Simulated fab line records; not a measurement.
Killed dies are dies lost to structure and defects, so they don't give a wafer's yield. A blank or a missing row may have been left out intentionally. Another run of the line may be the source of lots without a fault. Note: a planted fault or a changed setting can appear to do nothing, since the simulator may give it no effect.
fab line records    flow n5_finfet
record: lots: 6  wafers: 16  last_day: 19
route steps=1938 shown STI_FIN_REVEAL@184 BEOL_M4@1111 PASSIVATION@1936
lots with no fault: from the same line, run without faults
start_h: hours from the record's first day to the start of the lot's first wafer shown    wait_h: hours elapsed since this lot's preceding step    " repeats the value in the row above    L1.1+2: one row covering several wafers at once    - no value, or no start given    * or withheld: withheld    < > ~ a bound
route shown NAME@n: a module of which the file shows steps, and the number in the route of the first    usual: mean/standard deviation of fault-free wafers    same: alike in all rows    chamber/n: place in a boat    sites: readings site by site    _std_site: standard deviation of those values    _edge_site: the outer-site mean with the inner-site mean subtracted    radius_mm: how far each site lies from the wafer's centre    mask NAME#n: copy n    behind: the tool/chamber that last shaped the wafer    hold: what put the lot on hold/how long, in hours/how the hold closed    device: which transistor (n, p or np) failed to switch    end of line: the tests these same wafers got at the end of their route    where a step has no rows: the recipe by itself    killed: dies lost to structure and defects at the first sort, not the wafer's yield    map: per-die view of a wafer (x killed, . not killed, _ where there is no die)
set.NAME: the run value of the setting; set.NAME@STEP: its run value at that earlier step    model.NAME: the simulator's own value behind a step, which no gauge read
certain route steps with their lots: each step a table, each wafer a row
services: when a tool's chamber went out of use (start_h, in hours from the record's first day, below 0 if earlier), for how many hours, and the reason
== steps ==
step: N5_STI_FIN_REVEAL_ALD_14
recipe: material: Si3N4  target_thk_a: 30  temp_c: 400  ald_precursor_family: SiH2I2  ald_co_reactant: N2/H2-plasma  pressure_torr: 2
usual: heater_power_w: 874/110
lot.wafer  tool        chamber  start_h  wait_h  heater_power_w  since_wet_clean_h
L312.3     ald_sin-02  3        35.06    0.0     952             314
L312.4     "           2        "        "       936             314
L312.6     "           1        "        "       1060            -
L320.1     ald_sin-04  2        81.94    0.0     1045            180
L320.2     "           1        "        "       850             180
L320.4     "           3        "        "       803             180
L322.3     ald_sin-04  2        95.79    0.0     1027            194
L322.6     "           2        "        "       1074            -
L324.5     ald_sin-02  0        105.72   0.1     742             -
L324.6     "           1        "        "       1008            -
L331.1     ald_sin-04  2        148.52   0.0     1054            246
L331.4     "           0        "        "       737             246
L331.5     "           1        "        "       856             -
L333.2     ald_sin-02  0        160.23   0.0     721             59
L333.4     "           1        "        "       1023            59
L333.5     "           1        "        "       1023            -
step: N5_STI_FIN_REVEAL_FCVD_FILL_01
recipe: material: SiO2_flowable  target_thk_a: 3120  temp_c: 100  pressure_torr: 0.8  rf_w: 2000  time_s: 512.2
step: N5_STI_FIN_REVEAL_DENSIFY_02
recipe: temp_c: 650  ambient: steam  time_s: 1800  idle_temp_c: 400  densification_p_h2o_torr: 640
step: N5_STI_FIN_REVEAL_CMP_04
recipe: stop_on: Si3N4  t_overpolish_s: 4  down_force_psi: 2  platen_rpm: 54.18  post_cmp_clean: alkaline_brush  pad_velocity_m_s: 1.078  target_thk_nm: 131.83
usual: motor_current_A: 8.0/0.75  overpolish_run_s: 3.999/0.0092  time_to_endpoint_s: 103/4.1
lot.wafer  tool    chamber  start_h  wait_h  motor_current_A  overpolish_run_s  time_to_endpoint_s
L312.4     cmp-01  2        40.72    0.0     7.2              4.004             100
L312.3     "       3        "        "       8.3              3.996             103
L312.6     "       3        "        "       8.4              3.983             100
L320.4     cmp-04  3        87.12    0.0     8.3              4.000             98
L320.2     "       1        "        "       8.4              3.999             102
L320.1     "       2        "        "       9.7              3.993             106
L322.3     cmp-02  3        100.90   0.1     7.2              3.990             108
L322.6     "       1        "        "       7.2              4.010             106
L324.5     cmp-02  1        110.94   0.3     7.2              3.984             98
L324.6     "       2        "        "       8.7              4.004             106
L331.4     cmp-04  0        167.36   0.0     7.1              3.999             95
L331.1     "       3        "        "       8.5              3.992             93
L331.5     "       0        "        "       7.6              3.995             96
L333.2     cmp-01  1        169.60   0.0     8.0              3.983             109
L333.4     "       3        "        "       8.1              3.998             107
L333.5     "       1        "        "       8.0              3.991             111
step: N5_STI_FIN_REVEAL_THK_MEAS_05
usual: thk_nm: 132.1/1
lot.wafer  tool           chamber  start_h  wait_h  thk_nm
L312.3     film_metro-02  -        41.01    -       131.7
L312.4     "              -        "        "       131.4
L312.6     "              -        "        "       132.9
L320.1     film_metro-01  -        87.42    -       131.4
L320.2     "              -        "        "       131.6
L320.4     "              -        "        "       130.3
L322.3     film_metro-01  -        101.12   -       133.0
L322.6     "              -        "        "       131.4
L324.5     film_metro-02  -        111.09   -       132.2
L324.6     "              -        "        "       133.0
L331.1     film_metro-01  -        167.65   -       130.6
L331.4     "              -        "        "       131.3
L331.5     "              -        "        "       130.7
L333.2     film_metro-01  -        169.90   -       133.1
L333.4     "              -        "        "       132.8
L333.5     "              -        "        "       133.3
step: N5_STI_FIN_REVEAL_DENSIFY_30
recipe: temp_c: *  time_s: *  ambient: N2  idle_temp_c: 600  ramp_up_c_per_s: 150  ramp_down_c_per_s: 60  cool_to_c: 600
usual: lamp_power_pct: 11.54/0.052  lamp_zone_6_pct: 11.453/0.019  wafer_temp_C_max: *
lot.wafer  tool           chamber  start_h  wait_h  lamp_power_pct  lamp_zone_6_pct  wafer_temp_C_max
L312.3     rtp_anneal-02  0        41.16    0.1     11.59           11.427           *
L312.4     "              0        "        "       11.51           11.473           *
L312.6     "              0        "        "       11.52           11.432           *
L320.1     rtp_anneal-01  0        87.56    0.1     11.54           11.445           *
L320.2     "              0        "        "       11.51           11.466           *
L320.4     "              0        "        "       11.59           11.437           *
L322.3     rtp_anneal-02  0        101.21   0.1     11.54           11.448           *
L322.6     "              0        "        "       11.53           11.451           *
L324.5     rtp_anneal-02  0        111.42   0.3     11.58           11.458           *
L324.6     "              0        "        "       11.42           11.456           *
L331.1     rtp_anneal-02  0        167.68   0.0     11.57           11.421           *
L331.4     "              0        "        "       11.51           11.426           *
L331.5     "              0        "        "       11.46           11.453           *
L333.2     rtp_anneal-01  0        169.96   0.1     11.57           11.422           *
L333.4     "              0        "        "       11.51           11.453           *
L333.5     "              0        "        "       11.41           11.457           *
step: N5_STI_FIN_REVEAL_ETCHBACK_08
recipe: chemistry: C4F6/O2  target: SiO2  target_depth_a: 305  time_s: 10.167  ion_energy_ev: 250  pressure_mtorr: 30  source_w: 345  bias_w: 185  Ar_flow_sccm: 300  C4F6_flow_sccm: 10  O2_flow_sccm: 10
usual: C4F6_flow_sccm: 10.00/0.03  O2_flow_sccm: 10.001/0.027  drypump_motor_current_A: 5.6/0.47  mfc_ar_sccm: 300.1/0.9  oes_ar_750_au: 0.77/0.07  oes_product_au: 0.77/0.073  rf_fwd_power_W: 340.9/1.6  rf_vpp_V: 672/17  showerhead_plenum_p_Torr: 2.86/0.11  throttle_valve_pct: 21.18/0.27
lot.wafer  tool         chamber  start_h  wait_h  C4F6_flow_sccm  O2_flow_sccm  drypump_motor_current_A  mfc_ar_sccm  oes_ar_750_au  oes_product_au  rf_fwd_power_W  rf_hours_counter_h  rf_vpp_V  showerhead_plenum_p_Torr  throttle_valve_pct
L312.3     rie_diel-06  0        41.68    0.5     10.02           10.036        5.8                      300.4        0.70           0.68            338.8           242                 632       2.70                      21.58
L312.4     "            2        "        "       10.03           9.988         5.0                      300.7        0.72           0.72            339.7           189                 679       2.81                      20.66
L312.6     "            3        "        "       9.98            10.011        6.0                      299.6        0.84           0.84            338.6           -                   658       3.00                      21.18
L320.1     rie_diel-04  0        87.78    0.2     9.97            10.042        4.8                      299.8        0.86           0.86            339.8           44                  697       2.90                      20.93
L320.2     "            1        "        "       9.96            10.027        5.9                      300.7        0.76           0.76            341.3           145                 693       2.95                      20.82
L320.4     "            2        "        "       9.93            10.016        5.8                      299.7        0.85           0.85            338.6           58                  682       2.90                      21.26
L322.3     rie_diel-05  0        101.36   0.1     9.95            10.008        6.4                      301.7        0.77           0.76            339.6           137                 658       2.75                      21.10
L322.6     "            3        "        "       9.97            10.011        5.6                      299.7        0.72           0.72            341.3           -                   670       2.91                      21.33
L324.5     rie_diel-05  3        111.72   0.3     10.01           9.983         5.6                      301.4        0.72           0.70            341.5           -                   671       2.91                      21.32
L324.6     "            0        "        "       10.03           9.984         6.4                      298.5        0.76           0.75            341.0           -                   656       2.75                      21.12
L331.1     rie_diel-04  3        167.89   0.2     9.96            10.016        5.8                      297.8        0.79           0.79            343.7           149                 663       2.73                      21.34
L331.4     "            0        "        "       9.99            9.969         4.8                      300.3        0.81           0.84            342.8           -                   696       2.88                      20.97
L331.5     "            1        "        "       10.02           10.018        5.9                      300.0        0.74           0.74            342.1           -                   691       2.94                      20.84
L333.2     rie_diel-06  3        170.14   0.2     10.03           10.031        6.0                      299.8        0.80           0.79            339.6           116                 657       2.98                      21.26
L333.4     "            1        "        "       9.93            10.001        5.8                      300.6        0.76           0.78            340.5           137                 690       2.75                      21.25
L333.5     "            2        "        "       10.00           9.999         5.0                      302.0        0.69           0.69            340.0           -                   679       2.79                      20.73
step: N5_STI_FIN_REVEAL_STRIP_24
recipe: chemistry: N2/H2  time_s: 90  power_w: 100  temp_c: 40  pressure_mtorr: 100  rf_frequency_hz: 6e+07  bias_power_w: 3  n2_flow_sccm: 300  h2_flow_sccm: 300
step: N5_STI_FIN_REVEAL_PRECLEAN_25
recipe: chemistry: SPM  time_s: 90  temp_c: 120  mix: 4:1
step: N5_STI_FIN_REVEAL_PRECLEAN_26
recipe: chemistry: SC1  time_s: 45  temp_c: 46  mix: 1:2:100
step: N5_STI_FIN_REVEAL_PRECLEAN_29
recipe: chemistry: DHF  time_s: 30  temp_c: 25  dilution: 300:1
step: N5_STI_FIN_REVEAL_SRD_12
recipe: time_s: 30  temp_c: 23  rinse_liquid: diw  dry: ipa_marangoni
step: N5_STI_FIN_REVEAL_RECESS_09
recipe: chemistry: HF/NH3  target: SiO2  afs_cycles: 11  target_depth_a: 425  temp_c: 30  sublimation_temp_c: 180  sublimation_time_s: 60
usual: drypump_motor_current_A: 5.07/0.29
lot.wafer  tool           chamber  start_h  wait_h  drypump_motor_current_A  model.etch.depth_nm
L312.3     vapor_etch-01  0        42.46    0.6     5.08                     42.17
L312.4     "              1        "        "       4.80                     42.17
L312.6     "              0        "        "       5.08                     42.17
L320.1     vapor_etch-02  1        88.04    0.0     5.50                     42.5
L320.2     "              0        "        "       4.84                     42.5
L320.4     "              0        "        "       4.84                     42.5
L322.3     vapor_etch-02  0        102.15   0.6     4.82                     57.21
L322.6     "              1        "        "       5.52                     57.21
L324.5     vapor_etch-02  1        113.01   1.1     5.51                     42.96
L324.6     "              0        "        "       4.85                     57.29
L331.1     vapor_etch-01  1        168.17   0.1     4.82                     42.81
L331.4     "              0        "        "       5.08                     42.81
L331.5     "              0        "        "       5.08                     42.81
L333.2     vapor_etch-02  0        170.39   0.0     4.85                     42.89
L333.4     "              1        "        "       5.50                     42.89
L333.5     "              1        "        "       5.50                     42.89
step: N5_STI_FIN_REVEAL_STRIP_16
recipe: chemistry: H3PO4  material: SiNx  temp_c: 165  target_depth_a: 238  overetch_fraction: 0.4964  dry: ipa_marangoni
step: N5_STI_FIN_REVEAL_PRECLEAN_17
recipe: chemistry: NF3:NH3  afs_cycles: 1  temp_c: 30  time_s: 20  sublimation_temp_c: 180  sublimation_time_s: 60  pressure_torr: 3  rf_power_w: 30
step: N5_STI_FIN_REVEAL_ETCH_34
recipe: chemistry: H2  mode: isotropic  material: Si  target: Si  target_depth_a: 9.7  temp_c: 20  pressure_mtorr: 4.5  icp_w: 300  bias_w: 0  h2_flow_sccm: 7.5  he_flow_sccm: 142.5
step: N5_STI_FIN_REVEAL_OXIDATION_31
recipe: chemistry: O2_PLASMA_REMOTE  temp_c: 150  time_s: 20  pressure_mtorr: 1000  source_power_w: 2000  o2_flow_sccm: 3000
usual: drypump_motor_current_A: 6.17/0.18  heater_power_w: 154/12  rf_fwd_power_W: 1979/6.8
lot.wafer  tool             chamber  start_h  wait_h  drypump_motor_current_A  heater_power_w  rf_fwd_power_W  rf_hours_counter_h
L312.3     plasma_asher-01  1        44.11    0.1     6.11                     157             1978            -
L312.4     "                0        "        "       6.12                     154             1977            -
L312.6     "                1        "        "       6.13                     150             1982            -
L320.1     plasma_asher-01  0        90.20    0.0     6.10                     158             1990            36
L320.2     "                1        "        "       6.13                     156             1990            36
L320.4     "                0        "        "       6.09                     160             1968            -
L322.3     plasma_asher-01  0        103.79   0.1     6.12                     158             1974            -
L322.6     "                1        "        "       6.13                     152             1979            -
L324.5     plasma_asher-01  1        114.14   0.1     6.14                     154             1975            -
L324.6     "                0        "        "       6.11                     161             1980            -
L331.1     plasma_asher-02  0        170.32   0.0     5.99                     131             1963            112
L331.4     "                1        "        "       6.55                     167             1980            -
L331.5     "                0        "        "       5.97                     131             1979            -
L333.2     plasma_asher-01  1        172.55   0.0     6.14                     156             1994            50
L333.4     "                1        "        "       6.15                     153             1986            -
L333.5     "                0        "        "       6.14                     161             1984            -
step: N5_STI_FIN_REVEAL_PRECLEAN_32
recipe: chemistry: NF3:NH3  afs_cycles: 1  temp_c: 30  time_s: 20  sublimation_temp_c: 180  sublimation_time_s: 60  pressure_torr: 3  rf_power_w: 30
step: N5_STI_FIN_REVEAL_STRIP_35
recipe: chemistry: H3PO4  material: Si3N4  temp_c: 165  target_depth_a: 40  time_s: 39
step: N5_STI_FIN_REVEAL_SRD_21
recipe: dry: ipa_marangoni  time_s: 30  temp_c: 23  rinse_liquid: diw
step: N5_STI_FIN_REVEAL_OXIDATION_33
recipe: chemistry: O2_PLASMA_REMOTE  temp_c: 150  time_s: 20  pressure_mtorr: 1000  source_power_w: 2000  o2_flow_sccm: 3000
step: N5_STI_FIN_REVEAL_CLEAN_19
recipe: chemistry: O3/DIW  temp_c: 25  time_s: 120  o3_ppm: 10
step: N5_STI_FIN_REVEAL_SRD_23
recipe: dry: ipa_marangoni  time_s: 30  temp_c: 23  rinse_liquid: diw
step: N5_STI_FIN_REVEAL_CD_MEAS_22
recipe: target_cd_nm: 6.238  pitch_nm: 28  polarity: line
usual: cd_nm: 6.35/0.29
lot.wafer  tool       chamber  start_h  wait_h  cd_nm
L312.3     cd_sem-01  -        44.61    0.0     5.57
L312.4     "          -        "        "       6.78
L312.6     "          -        "        "       5.52
L320.1     cd_sem-02  -        90.72    0.0     6.25
L320.2     "          -        "        "       6.53
L320.4     "          -        "        "       6.40
L322.3     cd_sem-03  -        104.29   0.0     6.99
L322.6     "          -        "        "       6.03
L324.5     cd_sem-02  -        114.62   0.0     6.10
L324.6     "          -        "        "       6.71
L331.1     cd_sem-01  -        170.89   0.0     6.74
L331.4     "          -        "        "       6.09
L331.5     "          -        "        "       6.35
L333.2     cd_sem-02  -        173.09   0.0     6.30
L333.4     "          -        "        "       6.33
L333.5     "          -        "        "       6.41
step: N5_STI_FIN_REVEAL_FIN_H_MEAS_10
usual: trench_depth_nm: 51.9/0.77
lot.wafer  tool    chamber  start_h  wait_h  trench_depth_nm
L312.3     ocd-01  -        44.64    0.0     51.0
L312.4     "       -        "        "       51.4
L312.6     "       -        "        "       52.0
L320.1     ocd-01  -        90.75    0.0     51.8
L320.2     "       -        "        "       51.5
L320.4     "       -        "        "       52.9
L322.3     ocd-02  -        104.32   0.0     65.7
L322.6     "       -        "        "       66.1
L324.5     ocd-01  -        114.65   0.0     51.9
L324.6     "       -        "        "       66.1
L331.1     ocd-02  -        170.92   0.0     53.1
L331.4     "       -        "        "       52.7
L331.5     "       -        "        "       52.0
L333.2     ocd-01  -        173.12   0.0     52.7
L333.4     "       -        "        "       52.5
L333.5     "       -        "        "       52.3
step: N5_STI_FIN_REVEAL_PRECLEAN_18
recipe: chemistry: SC2  time_s: 45  temp_c: 35  mix: 1:1:50
step: N5_BEOL_M4_RC_MEAS_101
usual: DIBL_N: 37.2/2.1  DIBL_P: 37.3/2.3  IOFF_N: 0.18/0.041  IOFF_P: 0.24/0.042  ION_N: 680/13  ION_P: 466/7.7  SS_N: 71.8/0.68  SS_P: 73.5/0.66  VT_N: 249/3.6  VT_P: -248/3.4
lot.wafer  tool       chamber  start_h  wait_h  DIBL_N[mV/V]  DIBL_P[mV/V]  IOFF_N[nA/um]  IOFF_P[nA/um]  ION_N[uA/um]  ION_P[uA/um]  SS_N[mV/dec]  SS_P[mV/dec]  VT_N[mV]  VT_P[mV]
L312.3     prober-01  0        185.33   0.3     35.0          35.9          0.15           0.21           671           455           71.6          73.2          253       -254
L312.4     "          0        "        "       38.3          39.4          0.24           0.28           704           472           71.5          74.0          244       -244
L312.6     "          0        "        "       35.0          35.1          0.15           0.20           674           462           71.5          73.7          250       -251
L320.1     prober-02  0        228.02   0.0     34.0          34.7          0.15           0.24           676           473           71.2          73.5          250       -245
L320.2     "          0        "        "       34.9          35.6          0.17           0.26           680           474           72.8          73.0          248       -242
L320.4     "          0        "        "       30.1          30.5          0.09           0.19           659           472           70.6          72.4          255       -246
L322.3     prober-01  0        229.52   0.5     42.0          39.8          0.26           0.28           686           462           72.7          74.2          242       -247
L322.6     "          0        "        "       38.4          35.9          0.15           0.20           665           453           71.1          72.9          252       -251
L324.5     prober-02  0        255.59   0.6     37.8          38.7          0.18           0.26           669           460           72.3          73.7          249       -249
L324.6     "          0        "        "       37.8          37.5          0.19           0.25           670           458           73.3          73.5          251       -247
L331.1     prober-02  0        312.96   0.0     36.9          35.6          0.15           0.21           683           469           71.1          73.1          251       -250
L331.4     "          0        "        "       37.4          36.3          0.16           0.21           673           471           71.7          73.4          251       -248
L331.5     "          0        "        "       40.1          38.5          0.21           0.25           682           470           72.7          74.0          247       -247
L333.2     prober-01  0        332.52   0.2     35.1          36.0          0.14           0.21           669           468           71.3          73.0          255       -251
L333.4     "          0        "        "       35.4          37.4          0.15           0.25           672           469           71.0          72.8          251       -246
L333.5     "          0        "        "       34.0          35.7          0.14           0.21           669           464           70.7          72.6          254       -249
step: N5_PASSIVATION_PROBE_49
usual: defect_limited_yield: 91.0/1.6  killed_at_M0_to_M3: 35/11  killed_at_M4_up: 14/5.3  killed_at_contacts: 13/6.7  killed_at_front_end: 41/12  killed_at_other: 3.9/2.7  killed_dies: 106/19  killed_open: 70/14  killed_short: 35/8.8  sort_bin_5_function: 5.3/1  sort_bin_6_memory: 3.3/0.81  sort_n_pass: 1073/19  sort_yield_pct: 91.0/1.6
same: gross_dies: 1180  killed_at_back_side: 0  sort_bin_4_leakage[%]: 0  sort_bin_8_speed[%]: 0
lot.wafer  tool       chamber  start_h  wait_h  defect_limited_yield[%]  killed_at_M0_to_M3  killed_at_M4_up  killed_at_contacts  killed_at_front_end  killed_at_other  killed_dies  killed_open  killed_short  sort_bin_5_function[%]  sort_bin_6_memory[%]  sort_n_pass  sort_yield_pct[%]
L312.3     prober-02  -        303.33   0.1     93.6                     39                  4                10                  22                   1                76           47           28            3.9                     2.1                   1104         93.6
L312.4     prober-02  -        303.38   0.2     92.7                     22                  7                7                   49                   1                86           43           36            3.7                     2.9                   1094         92.7
L312.6     prober-02  -        303.48   0.3     92.4                     30                  9                16                  35                   0                90           53           36            4.7                     2.8                   1090         92.4
L324.5     prober-02  -        358.57   0.2     89.9                     30                  17               16                  55                   1                119          82           37            5.2                     4.5                   1061         89.9
L324.6     prober-02  -        358.62   0.3     91.2                     38                  13               11                  41                   1                104          66           38            5.3                     3.1                   1076         91.2
killed by level:class
L312.3 BEOL_M3:geometric_particle:open=8 MOL_CONTACT_COAG:geometric_particle:open=8 BEOL_M0_SAQP:geometric_particle:short=8 BEOL_M0_SAQP:geometric_particle:open=5 BEOL_M1:geometric_particle:open=5 BEOL_M2:geometric_particle:short=5 FIN_SAQP:geometric_particle:open=3 GATE_CUT:geometric_particle:open=3
L312.4 FIN_SAQP:geometric_particle:short=16 FIN_SAQP:geometric_particle:open=7 GATE_CUT:geometric_particle:short=7 BEOL_M2:geometric_particle:short=5 BEOL_M0_SAQP:geometric_particle:open=5 STARTING-WAFER:geometric_particle:open=5 HKMG_FIN:area_etch=5 MOL_CONTACT_COAG:geometric_particle:open=4
L312.6 MOL_CONTACT_COAG:geometric_particle:open=14 FIN_SAQP:geometric_particle:open=9 BEOL_M0_SAQP:geometric_particle:short=9 FIN_SAQP:geometric_particle:short=7 GATE_CUT:geometric_particle:short=6 BEOL_M2:geometric_particle:short=5 DUMMY_GATE:geometric_particle:open=5 BEOL_M2:geometric_particle:open=4
L324.5 FIN_SAQP:geometric_particle:open=19 FIN_SAQP:geometric_particle:short=13 MOL_CONTACT_COAG:geometric_particle:open=13 STI_FIN_REVEAL:geometric_particle:open=10 BEOL_M0_SAQP:geometric_particle:short=9 BEOL_M4:geometric_particle:open=8 BEOL_M3:geometric_particle:open=6 BEOL_M1:geometric_particle:open=4
L324.6 FIN_SAQP:geometric_particle:open=11 BEOL_M4:geometric_particle:open=9 MOL_CONTACT_COAG:geometric_particle:open=9 BEOL_M3:geometric_particle:open=9 FIN_SAQP:geometric_particle:short=8 BEOL_M0_SAQP:geometric_particle:open=7 BEOL_M0_SAQP:geometric_particle:short=7 GATE_CUT:geometric_particle:short=6
== services ==
tool             chamber  start_h  hours  kind
cmp-02           -        27.81    4.0    pm
cmp-04           -        37.84    1.9    repair
cmp-01           -        38.25    1.0    repair
rie_diel-05      -        38.45    3.1    repair
rie_diel-04      1        47.31    3.7    repair
rie_diel-04      1        72.66    7.5    repair
cmp-01           -        80.08    0.5    repair
plasma_asher-02  -        81.42    2.8    pm
ald_sin-02       -        87.22    14.0   pm
ald_sin-02       0        87.22    14.0   vent_cycle
rie_diel-05      2        89.97    4.8    repair
rie_diel-04      1        106.99   5.1    repair
ald_sin-04       -        111.52   0.6    repair
cmp-01           -        117.11   0.3    repair
ald_sin-04       1        117.69   4.4    repair
cmp-04           -        121.77   4.0    pm
cmp-01           -        133.97   1.9    repair
ald_sin-02       -        138.04   2.8    pm
rie_diel-05      0        147.50   7.9    repair
cmp-04           -        152.37   1.0    repair
rie_diel-04      2        158.73   9.8    repair
plasma_asher-01  -        163.39   2.4    repair
ald_sin-02       -        165.12   14.6   pm
cmp-01           -        170.58   1.5    repair
== key ==
first_sign: step: N5_STI_FIN_REVEAL_FIN_H_MEAS_10  reading: trench_depth_nm  direction: up  sigmas: 18  usual: 51.9  struck: 66.0
effect none on later readings
model_effect: step: N5_STI_FIN_REVEAL_RECESS_09  value: etch.depth_nm  without: 42.92  struck: 57.24
met_at N5_STI_FIN_REVEAL_RECESS_09
struck_wafers L322.3,L322.6,L324.6
onset_between 88.04 102.15
fault: kind: process_parameter_drift  tool: vapor_etch-02  chamber: -  onset_h: 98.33  steps: N5_STI_FIN_REVEAL_RECESS_09  channel: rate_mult  offset: 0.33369  shape: step  end_h: 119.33  scope: struck_wafers_only
